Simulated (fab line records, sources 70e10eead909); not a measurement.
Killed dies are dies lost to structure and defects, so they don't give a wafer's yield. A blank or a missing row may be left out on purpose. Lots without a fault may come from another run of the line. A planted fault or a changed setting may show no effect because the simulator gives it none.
fab line records | flow nand_harc
record lots=7 wafers=21 last_day=23
route steps=1159 shown P_CONTACT@234 END@1159
lots that met no fault: from a run of the same line without faults
start_h: hours from the record's first day to the start of the lot's first wafer shown | wait_h: hours since the lot's step before | " the same as in the row above | L1.1+2: a row that stands for several wafers | - no value, or no start given | * or withheld: withheld | < > ~ a bound
route shown NAME@n: a module of which the file shows steps, and the number in the route of the first | usual: mean/standard deviation of fault-free wafers | same: alike in all rows | chamber/n: place in a boat | sites: the reading at each site | _std_site: their standard deviation | _edge_site: outer sites' mean less inner sites' | radius_mm: how far each site lies from the wafer's centre | mask NAME#n: copy n | behind: the tool/chamber that last shaped the wafer | hold: why the lot was held/for how many hours/how that ended | device: the transistor (n, p or np) that didn't switch | end of line: the same wafers' tests at the end of the route | a step without rows: its recipe alone | killed: dies lost to structure and defects at the first sort, not the wafer's yield | map: a wafer's dies, x killed, . not, _ none there
set.NAME: the setting as run; set.NAME@STEP: as run at that earlier step | model.NAME: the simulator's own value behind a step, which no gauge read
lots at some steps of the route; a table a step, a row a wafer
services: from which hour (start_h, from the record's first day; less than 0 if before it) a tool's chamber was out of use, for how many hours, and why
## steps
# step NHARC_P_CONTACT_INSPECT_14
# usual raw_defect_count=3.7/2.6
# columns lot.wafer tool chamber start_h wait_h raw_defect_count
L875.1 defect_inspect-01 - 119.42 0.0 5
L875.4 " - " " 2
L875.6 " - " " 6
L877.3 defect_inspect-01 - 119.59 0.0 2
L877.4 " - " " 3
L877.5 " - " " 1
L878.1 defect_inspect-02 - 125.76 0.0 12
L878.5 " - " " 6
L878.6 " - " " 10
L883.1 defect_inspect-02 - 158.98 0.0 2
L883.4 " - " " 11
L883.6 " - " " 12
L887.1 defect_inspect-01 - 195.83 0.0 1
L887.2 " - " " 4
L887.4 " - " " 1
L891.2 defect_inspect-02 - 202.47 0.0 10
L891.3 " - " " 2
L891.4 " - " " 3
L892.1 defect_inspect-01 - 212.11 0.0 4
L892.3 " - " " 7
L892.4 " - " " 3
# step NHARC_P_CONTACT_DESCUM_17
# recipe time_s=3 o2_flow_sccm=200 ar_flow_sccm=0 bias_power_w=0 chemistry=O2
# step NHARC_P_CONTACT_ETCH_35
# recipe target_depth_a=390 over_etch_frac=0.3 time_s=65 ion_energy_ev=80 cf4_flow_sccm=150 ar_flow_sccm=0 rf_w=300 bias_w=100 chemistry=CF4
# usual drypump_motor_current_A=6.0/0.55 mfc_ar_sccm=0.007/0.011 oes_product_au=0.999/0.0068 rf_fwd_power_W=296.9/1.3 rf_vpp_V=151.7/1.1 showerhead_plenum_p_Torr=1.80/0.06 throttle_valve_pct=13.284/0.0092
# same time_s=65
# columns lot.wafer tool chamber start_h wait_h drypump_motor_current_A mfc_ar_sccm oes_product_au rf_fwd_power_W rf_hours_counter_h rf_vpp_V showerhead_plenum_p_Torr throttle_valve_pct
L875.4 rie_diel-01 1 119.57 0.1 5.9 0.022 1.008 297.2 12 152.8 1.85 13.274
L875.1 " 3 " " 6.6 0 1.005 297.2 13 151.8 1.81 13.293
L875.6 " 1 " " 5.9 0.022 1.007 296.5 - 153.8 1.85 13.262
L877.3 rie_diel-12 1 119.77 0.1 5.9 0 0.994 296.2 24 153.2 1.90 13.287
L877.5 " 0 " " 5.7 0 0.999 296.6 - 149.0 1.66 13.280
L877.4 " 1 " " 5.9 0 1.001 295.9 - 153.1 1.90 13.290
L878.1 rie_diel-01 3 125.92 0.1 6.6 0 1.008 297.8 13 151.5 1.81 13.274
L878.6 " 2 " " 4.9 0 0.995 296.9 - 153.4 1.87 13.305
L878.5 " 3 " " 6.7 0 1.012 298.5 - 151.7 1.81 13.283
L883.4 rie_diel-11 1 159.13 0.1 6.6 0.030 1.000 298.3 14 151.8 1.79 13.284
L883.1 " 0 " " 6.4 0 0.995 297.6 15 149.9 1.71 13.288
L883.6 " 1 " " 6.6 0.030 0.998 298.7 - 154.1 1.79 13.257
L887.2 rie_diel-12 3 195.98 0.1 5.5 0.003 1.008 296.8 60 151.5 1.85 13.283
L887.4 " 0 " " 5.7 0 1.000 295.9 58 150.0 1.65 13.285
L887.1 " 1 " " 5.9 0 1.009 295.9 54 153.1 1.89 13.282
L891.2 rie_diel-11 1 202.67 0.1 6.6 0.030 0.984 296.6 0 150.6 1.79 13.284
L891.4 " 1 " " 6.6 0.030 0.990 297.4 - 151.4 1.79 13.285
L891.3 " 2 " " 6.0 0 0.986 296.5 - 152.6 1.86 13.291
L892.4 rie_diel-11 3 212.25 0.1 5.4 0.001 0.997 296.6 0 150.8 1.73 13.276
L892.1 " 1 " " 6.6 0.030 1.002 300.0 1 151.9 1.79 13.298
L892.3 " 2 " " 6.0 0 0.999 295.2 1 153.2 1.86 13.282
# step NHARC_P_CONTACT_ETCH_36
# recipe target_depth_a=2600 over_etch_frac=0.25 time_s=406.25 ion_energy_ev=200 n2_flow_sccm=150 h2_flow_sccm=150 ar_flow_sccm=0 rf_w=400 bias_w=150 chemistry=N2/H2
# step NHARC_P_CONTACT_ETCH_18
# recipe target_depth_a=4810 time_s=240.5 c4f8_flow_sccm=20 o2_flow_sccm=10 ar_flow_sccm=withheld rf_w=600 bias_w=1500 chemistry=C4F8/O2/Ar
# step NHARC_P_CONTACT_STRIP_37
# recipe c4f8_flow_sccm=withheld o2_flow_sccm=8 ar_flow_sccm=withheld bias_w=0 chemistry=C4F8/O2/Ar
# step NHARC_P_CONTACT_ETCH_31
# recipe target_depth_a=300 time_s=85.7 ion_energy_ev=120 over_etch_frac=1 ch3f_flow_sccm=50 o2_flow_sccm=30 ar_flow_sccm=200 rf_w=500 bias_w=100 chemistry=CH3F/O2
# usual drypump_motor_current_A=6.0/0.57 mfc_ar_sccm=199.9/0.6 oes_product_au=0.979/0.012 rf_fwd_power_W=495.9/2.1 rf_vpp_V=245.0/1.5 showerhead_plenum_p_Torr=2.51/0.087 throttle_valve_pct=20.664/0.0094
# same time_s=85.7
# columns lot.wafer tool chamber start_h wait_h drypump_motor_current_A mfc_ar_sccm oes_product_au rf_fwd_power_W rf_hours_counter_h rf_vpp_V showerhead_plenum_p_Torr throttle_valve_pct
L875.4 rie_diel-01 2 - - 4.9 200.1 0.959 496.0 13 246.7 2.61 20.667
L875.1 " 1 " " 5.9 199.3 0.972 497.3 12 246.5 2.58 20.679
L875.6 " 3 " " 6.6 199.9 0.986 497.4 - 245.2 2.51 20.681
L877.3 rie_diel-12 1 - - 5.9 201.3 0.985 493.1 24 246.6 2.65 20.665
L877.4 " 0 " " 5.8 200.2 0.982 496.3 - 241.4 2.30 20.656
L877.5 " 1 " " 5.9 200.3 0.997 495.3 - 245.5 2.65 20.652
L878.1 rie_diel-01 3 - - 6.7 199.9 0.989 496.5 14 245.5 2.51 20.662
L878.5 " 2 " " 4.9 200.1 0.981 495.6 - 247.0 2.60 20.670
L878.6 " 3 " " 6.6 200.0 0.981 498.0 - 244.1 2.51 20.670
L883.1 rie_diel-11 3 - - 5.4 198.7 0.982 496.0 17 243.5 2.41 20.665
L883.4 " 1 " " 6.6 200.1 0.997 498.3 14 245.6 2.49 20.679
L883.6 " 3 " " 5.4 199.6 0.981 496.1 - 244.4 2.41 20.658
L887.2 rie_diel-12 3 - - 5.5 199.8 0.985 497.0 60 245.9 2.57 20.665
L887.4 " 0 " " 5.8 199.4 0.980 493.2 59 242.2 2.29 20.656
L887.1 " 1 " " 5.9 201.1 0.988 499.6 54 247.6 2.64 20.659
L891.3 rie_diel-11 1 - - 6.6 199.7 0.986 496.0 1 246.6 2.49 20.672
L891.2 " 2 " " 6.0 199.3 0.991 492.6 1 246.9 2.59 20.664
L891.4 " 2 " " 6.0 199.2 0.972 494.2 - 248.1 2.59 20.666
L892.4 rie_diel-11 2 - - 6.0 200.2 0.989 491.7 1 244.8 2.59 20.658
L892.1 " 3 " " 5.3 200.1 1.003 493.0 1 243.2 2.41 20.680
L892.3 " 1 " " 6.6 198.4 0.975 497.1 1 244.1 2.49 20.661
# step NHARC_P_CONTACT_CD_MEAS_19
# usual cd_nm=90.2/1.1
# columns lot.wafer tool chamber start_h wait_h cd_nm
L875.1 cd_sem-03 - 120.35 - 90.1
L875.4 " - " " 91.8
L875.6 " - " " 89.6
L877.3 cd_sem-01 - 120.73 - 89.0
L877.4 " - " " 89.6
L877.5 " - " " 89.5
L878.1 cd_sem-01 - 126.70 - 92.7
L878.5 " - " " 92.0
L878.6 " - " " 90.3
L883.1 cd_sem-01 - 160.13 - 90.3
L883.4 " - " " 89.9
L883.6 " - " " 90.7
L887.1 cd_sem-01 - 196.76 - 92.9
L887.2 " - " " 93.5
L887.4 " - " " 90.2
L891.2 cd_sem-01 - 203.73 - 89.5
L891.3 " - " " 90.4
L891.4 " - " " 88.8
L892.1 cd_sem-01 - 213.04 - 89.6
L892.3 " - " " 88.3
L892.4 " - " " 88.4
# step NHARC_P_CONTACT_STRIP_28
# recipe o2_flow_sccm=500 ar_flow_sccm=0 bias_w=0 chemistry=O2
# usual drypump_motor_current_A=6.0/0.59 mfc_ar_sccm=0.007/0.011 oes_product_au=0.997/0.0074 rf_vpp_V=57.9/0.83 showerhead_plenum_p_Torr=3.61/0.11 throttle_valve_pct=17.037/0.0092
# columns lot.wafer tool chamber start_h wait_h drypump_motor_current_A mfc_ar_sccm oes_product_au rf_hours_counter_h rf_vpp_V showerhead_plenum_p_Torr throttle_valve_pct
L875.1 rie_diel-11 0 120.44 0.1 6.4 0 1.003 10 58.0 3.41 17.032
L875.4 " 2 " " 6.0 0 0.993 12 58.3 3.72 17.040
L875.6 " 3 " " 5.3 0.001 0.992 - 57.0 3.46 17.047
L877.4 rie_diel-01 1 120.82 0.1 5.9 0.022 1.009 12 57.9 3.70 17.022
L877.3 " 3 " " 6.7 0 1.011 13 58.3 3.61 17.042
L877.5 " 1 " " 5.9 0.022 1.010 - 59.0 3.70 17.031
L878.1 rie_diel-11 1 126.79 0.1 6.6 0.030 0.991 10 59.0 3.58 17.049
L878.6 " 0 " " 6.4 0 0.992 - 58.4 3.41 17.029
L878.5 " 1 " " 6.6 0.030 0.995 - 58.1 3.58 17.036
L883.1 rie_diel-01 2 160.23 0.1 4.9 0 0.994 1 57.5 3.73 17.054
L883.4 " 2 " " 4.9 0 1.004 - 59.6 3.73 17.031
L883.6 " 3 " " 6.7 0 0.994 - 57.7 3.60 17.031
L887.1 rie_diel-01 2 196.85 0.1 4.9 0 1.001 5 57.2 3.73 17.017
L887.4 " 3 " " 6.7 0 0.980 5 58.1 3.60 17.039
L887.2 " 0 " " 6.5 0 0.994 4 58.2 3.63 17.050
L891.2 rie_diel-11 2 203.80 0.1 6.0 0 1.000 1 58.0 3.72 17.042
L891.3 " 1 " " 6.5 0.030 0.989 1 57.2 3.57 17.062
L891.4 " 0 " " 6.4 0 0.989 - 57.5 3.40 17.038
L892.1 rie_diel-11 1 213.12 0.1 6.6 0.030 0.997 1 58.2 3.57 17.033
L892.4 " 3 " " 5.3 0.001 1.015 1 57.2 3.46 17.042
L892.3 " 0 " " 6.4 0 0.995 1 57.1 3.40 17.043
# step NHARC_P_CONTACT_STRIP_29
# recipe time_s=1200 temp_c=72.5 chemistry=post_etch_residue_remover
# step NHARC_P_CONTACT_DEGAS_38
# recipe temp_c=300 time_s=60
# usual heater_power_w=487/52
# same time_s=60
# columns lot.wafer tool chamber start_h wait_h heater_power_w
L875.1 pvd_sputter-02 - 121.08 - 595
L875.4 " - " " 467
L875.6 " - " " 591
L877.4 pvd_sputter-03 - 121.45 - 438
L877.3 " - " " 504
L877.5 " - " " 435
L878.1 pvd_sputter-01 - 127.42 - 498
L878.6 " - " " 534
L878.5 " - " " 507
L883.4 pvd_sputter-02 - 160.90 - 466
L883.1 " - " " 598
L883.6 " - " " 464
L887.4 pvd_sputter-01 - 197.53 - 571
L887.2 " - " " 503
L887.1 " - " " 494
L891.2 pvd_sputter-01 - 204.47 - 516
L891.3 " - " " 553
L891.4 " - " " 486
L892.1 pvd_sputter-03 - 213.81 - 453
L892.4 " - " " 440
L892.3 " - " " 431
# step NHARC_P_CONTACT_PRE_CLEAN_39
# recipe time_s=19.5 bias_v=250 gas=Ar
# step NHARC_P_CONTACT_PVD_32
# recipe target_thk_a=50 chamber_pressure_pa=5 power_w=5000 substrate_temp_c=200 time_s=17.7 material=Ti
# usual throttle_valve_pct=30.4/0.95
# same time_s=17.7
# columns lot.wafer tool chamber start_h wait_h throttle_valve_pct
L875.4 pvd_sputter-02 - 121.23 - 30.6
L875.1 " - " " 30.4
L875.6 " - " " 30.2
L877.4 pvd_sputter-03 - 121.60 - 28.8
L877.3 " - " " 29.9
L877.5 " - " " 28.3
L878.1 pvd_sputter-01 - 127.58 - 29.3
L878.5 " - " " 30.7
L878.6 " - " " 31.8
L883.4 pvd_sputter-02 - 161.08 - 30.4
L883.1 " - " " 30.4
L883.6 " - " " 30.3
L887.2 pvd_sputter-01 - 197.66 - 29.1
L887.4 " - " " 31.7
L887.1 " - " " 31.8
L887.2 pvd_sputter-01 - 197.91 - 29.1
L887.4 " - " " 31.9
L887.1 " - " " 31.9
L891.3 pvd_sputter-01 - 204.60 - 31.8
L891.4 " - " " 31.9
L891.2 " - " " 31.6
L891.3 pvd_sputter-01 - 204.85 - 32.0
L891.4 " - " " 31.8
L891.2 " - " " 31.7
L892.1 pvd_sputter-03 - 213.94 - 29.0
L892.3 " - " " 29.6
L892.4 " - " " 30.8
L892.1 pvd_sputter-03 - 214.19 - 28.8
L892.3 " - " " 29.7
L892.4 " - " " 30.9
# step NHARC_P_CONTACT_ALD_22
# recipe target_thk_a=30 pulse_time_s=1 ald_cycles=150 temp_c=450 material=TiN
# usual heater_power_w=1155/110 precursor_pulse_height_rel=0.998/0.019
# columns lot.wafer tool chamber start_h wait_h heater_power_w precursor_pulse_height_rel
L875.4 ald_metal-03 0 121.34 - 1140 0.990
L875.1 " 2 " " 1112 1.013
L875.6 " 0 " " 1123 0.988
L877.4 ald_metal-04 1 121.71 - 1103 1.006
L877.3 " 2 " " 1273 1.000
L877.5 " 0 " " 1273 1.002
L878.1 ald_metal-04 2 127.69 - 1253 1.015
L878.5 " 0 " " 1237 0.982
L878.6 " 1 " " 1079 1.003
L883.4 ald_metal-04 1 161.24 - 1066 1.020
L883.1 " 2 " " 1225 1.051
L883.6 " 3 " " 1131 1.000
L887.4 ald_metal-01 3 198.07 - 1010 0.979
L887.1 " 0 " " 1404 0.983
L887.2 " 1 " " 1179 0.982
L891.4 ald_metal-03 1 204.98 - 1055 0.985
L891.2 " 2 " " 1201 1.005
L891.3 " 3 " " 1092 0.993
L892.1 ald_metal-01 0 214.35 - 1383 1.005
L892.3 " 1 " " 1182 1.012
L892.4 " 2 " " 1231 0.962
# step NHARC_END_SORT_01
# recipe temp_c=25
# usual killed_at_array=29/12 killed_at_other=0.7/1 killed_at_periphery=4/3.2 killed_dies=34/12 killed_open=3.4/2 killed_short=1.8/1.3
# same gross_dies=677
# columns lot.wafer tool chamber start_h wait_h killed_at_array killed_at_other killed_at_periphery killed_dies killed_open killed_short
L875.1 prober-01 0 463.38 2.5 14 0 8 22 9 2
L875.4 prober-01 0 465.78 3.4 12 0 2 14 3 2
L875.6 prober-01 0 467.37 4.0 8 1 7 16 6 2
L883.1 prober-02 0 497.43 2.5 24 0 4 28 8 1
L883.6 prober-02 0 501.41 4.0 27 0 10 37 6 4
L892.1 prober-01 0 544.53 2.5 38 1 8 47 7 2
L892.3 prober-01 0 546.12 3.1 40 0 5 45 2 1
L892.4 prober-01 0 546.92 3.4 38 0 5 43 3 2
# killed by level:class
L875.1 P_M0:geometric_particle:open=3 P_GATE:geometric_particle:open=2 A_CHANNEL_HOLE_D1:chamber_film_flake=2 A_SLIT:chamber_film_flake=2 A_WL_FILL:chamber_film_flake=2 A_CONTACT:chamber_film_flake=2 P_CONTACT:geometric_particle:open=1 A_CHANNEL_HOLE_D1:geometric_particle:short=1
L875.4 A_WL_FILL:chamber_film_flake=5 P_CONTACT:geometric_particle:open=1 A_CHANNEL_FILL_D1:geometric_particle:short=1 A_WL_FILL:geometric_particle:open=1 A_CONTACT:geometric_particle:open=1 A_M1:geometric_particle:short=1 P_STI:chamber_film_flake=1 A_CHANNEL_HOLE_D1:chamber_film_flake=1
L875.6 P_M0:geometric_particle:open=2 P_STI:chamber_film_flake=2 A_CHANNEL_HOLE_D1:chamber_film_flake=2 A_WL_FILL:chamber_film_flake=2 P_GATE:geometric_particle:open=1 P_GATE:geometric_particle:short=1 A_CHANNEL_FILL_D1:geometric_particle:open=1 A_WL_FILL:geometric_particle:open=1
L883.1 A_CHANNEL_HOLE_D1:chamber_film_flake=12 A_BLC:geometric_particle:open=4 A_STAIRCASE:chamber_film_flake=4 P_M1:geometric_particle:open=2 A_WL_FILL:geometric_particle:short=1 A_CONTACT:geometric_particle:open=1 A_M0:geometric_particle:open=1 P_ZERO_WELL:chamber_film_flake=1
L883.6 A_CHANNEL_HOLE_D1:chamber_film_flake=14 P_ZERO_WELL:chamber_film_flake=5 A_WL_FILL:geometric_particle:open=2 A_BLC:geometric_particle:short=2 P_STI:chamber_film_flake=2 P_GATE:chamber_film_flake=2 A_WL_FILL:chamber_film_flake=2 P_M0:geometric_particle:open=1
L892.1 A_SLIT:chamber_film_flake=15 A_CHANNEL_HOLE_D1:chamber_film_flake=12 P_GATE:chamber_film_flake=3 A_CONTACT:geometric_particle:open=2 A_M0:geometric_particle:open=2 P_M1:chamber_film_flake=2 A_STAIRCASE:chamber_film_flake=2 A_CONTACT:chamber_film_flake=2
L892.3 A_SLIT:chamber_film_flake=17 A_CHANNEL_HOLE_D1:chamber_film_flake=12 A_CONTACT:chamber_film_flake=6 P_M1:chamber_film_flake=4 A_STAIRCASE:chamber_film_flake=2 A_WL_FILL:geometric_particle:short=1 A_WL_FILL:geometric_particle:open=1 A_CONTACT:geometric_particle:open=1
L892.4 A_SLIT:chamber_film_flake=15 A_CHANNEL_HOLE_D1:chamber_film_flake=12 P_CONTACT:chamber_film_flake=3 A_STAIRCASE:chamber_film_flake=3 A_CONTACT:chamber_film_flake=3 P_GATE:geometric_particle:open=1 A_CHANNEL_FILL_D1:geometric_particle:open=1 A_CONTACT:geometric_particle:short=1
## services
# columns tool chamber start_h hours kind
rie_diel-12 1 101.34 3.4 repair
ald_metal-01 - 102.00 10.0 pm
pvd_sputter-03 - 102.00 10.0 pm
rie_diel-12 2 117.57 4.0 repair
rie_diel-11 0 119.62 - clean
rie_diel-11 1 119.62 - clean
ald_metal-03 - 126.39 0.5 repair
pvd_sputter-02 - 128.88 6.6 repair
rie_diel-01 - 137.88 9.0 pm
ald_metal-03 - 144.06 10.0 pm
rie_diel-01 0 151.25 11.0 repair
pvd_sputter-01 - 171.17 10.0 pm
rie_diel-01 1 174.47 11.1 repair
rie_diel-01 3 179.79 2.4 repair
rie_diel-11 2 180.50 3.4 repair
ald_metal-03 - 181.09 1.2 repair
pvd_sputter-03 - 185.58 1.2 repair
rie_diel-11 - 189.56 9.0 pm
rie_diel-11 0 200.84 2.2 repair
rie_diel-11 3 201.63 3.2 repair
rie_diel-12 - 202.46 9.0 pm
rie_diel-01 2 203.56 16.8 repair
pvd_sputter-03 - 204.83 6.3 repair
pvd_sputter-02 - 214.24 10.0 pm
## key
first_sign step=NHARC_P_CONTACT_PVD_32 reading=visit direction=added
effect none on later readings
met_at NHARC_P_CONTACT_PVD_32
struck_wafers L887.1,L887.2,L887.4,L891.2,L891.3,L891.4,L892.1,L892.3,L892.4
tester_left_out L887,L891,L892
fault kind=repeated_step_whole tool=pvd_sputter-01,pvd_sputter-02,pvd_sputter-03 chamber=- onset_h=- steps=NHARC_P_CONTACT_PVD_32 times=1 scope=struck_lots_only
# tester_left_out: of these lots the tester's yield and bins aren't shown, on N5 and GAA mostly nor the transistor test; their killed dies are dies lost to structure and defects alone, not to doping, threshold or leakage, so they don't give the yield
